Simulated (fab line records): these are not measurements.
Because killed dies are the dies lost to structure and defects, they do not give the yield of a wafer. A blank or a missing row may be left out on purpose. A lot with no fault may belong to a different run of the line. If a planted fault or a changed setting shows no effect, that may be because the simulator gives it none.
One fault seen from 3 desks	flow n5 finfet	every desk sees just its own numbers, and what lay behind them comes last

== FROM THE METROLOGY DESK ==
What the gauges read, lot by lot, whatever tool the lot ran on: means of the sampled wafers that have a number. If a lot's mean is further than 4 standard deviations from the usual mean, the lot is out of limits and carries the mark OUT (the distance appears in the brackets).
Columns: A = cd nm at N5_PASSIVATION_CD_MEAS_30, usual 3999.7 nm; B = PAD_OVL at N5_PASSIVATION_OVL_MEAS_63, usual 1 nm; C = cd nm at N5_PASSIVATION_CD_MEAS_44, usual 40000 nm; D = PASS_OPEN_OVL at N5_PASSIVATION_OVL_MEAS_66, usual 2 nm
lot	first seen here	A	B	C	D
L120	day 13 13:11	3998.7	4	40004	-3
L122	day 14 07:25	4000.5	0	39998	11
L125	day 14 18:46	3998.7	1	40000	0
L127	day 15 04:07	3995.8	5	39996	9
L133	day 17 13:22	4000.0	-8	40003	2
This desk's finding: nothing out of limits on any of the 5 lots.

== THE DEFECT DESK ==
Per lot, the means of the sampled wafers with a number show what the inspections along the route counted. If a lot's mean is further than 4 standard deviations from the usual mean, the lot is out of limits and carries the mark OUT (the distance appears in the brackets).
Columns: A = raw defect count at N5_PASSIVATION_INSPECT_64, usual 1.8; B = raw defect count at N5_PASSIVATION_INSPECT_67, usual 2.2
lot	first seen here	A	B
L120	day 13 13:14	2.0	2.7
L122	day 14 07:28	1.7	2.0
L125	day 14 18:49	2.0	2.7
L127	day 15 04:10	1.3	2.3
L133	day 17 13:25	3.3	1.3
This desk's finding: nothing out of limits on any of the 5 lots.

== DESK OF THE TOOL OWNER: rie metal-02 ==
The tool's own readings at N5_PASSIVATION_ETCH_59 (etches TaN in Cl2/BCl3, target depth 65 nm, time 34.9 s): means of the sampled wafers that have a number, for each lot that ran on this tool. If a lot's mean is further than 4 standard deviations from the usual mean, the lot is out of limits and carries the mark OUT (the distance appears in the brackets).
Columns: A = drypump motor current A at N5_PASSIVATION_ETCH_59, usual 5.99 A; B = oes product au at N5_PASSIVATION_ETCH_59, usual 0.79 a.u.; C = throttle valve pct at N5_PASSIVATION_ETCH_59, usual 21.24 %
lot	first seen here	A	B	C
L120	day 13 13:46	6.03	0.86	21.32
L127	day 15 04:41	6.01	0.81	21.39
This desk's finding: nothing out of limits on any of the 2 lots.

== PUT TOGETHER ==
At the metrology desk, nothing out of limits was observed.
Nothing out of limits was seen by the defect desk.
The desk of the tool owner found nothing out of limits.

== WHAT THE SIMULATOR HAD PUT IN ==
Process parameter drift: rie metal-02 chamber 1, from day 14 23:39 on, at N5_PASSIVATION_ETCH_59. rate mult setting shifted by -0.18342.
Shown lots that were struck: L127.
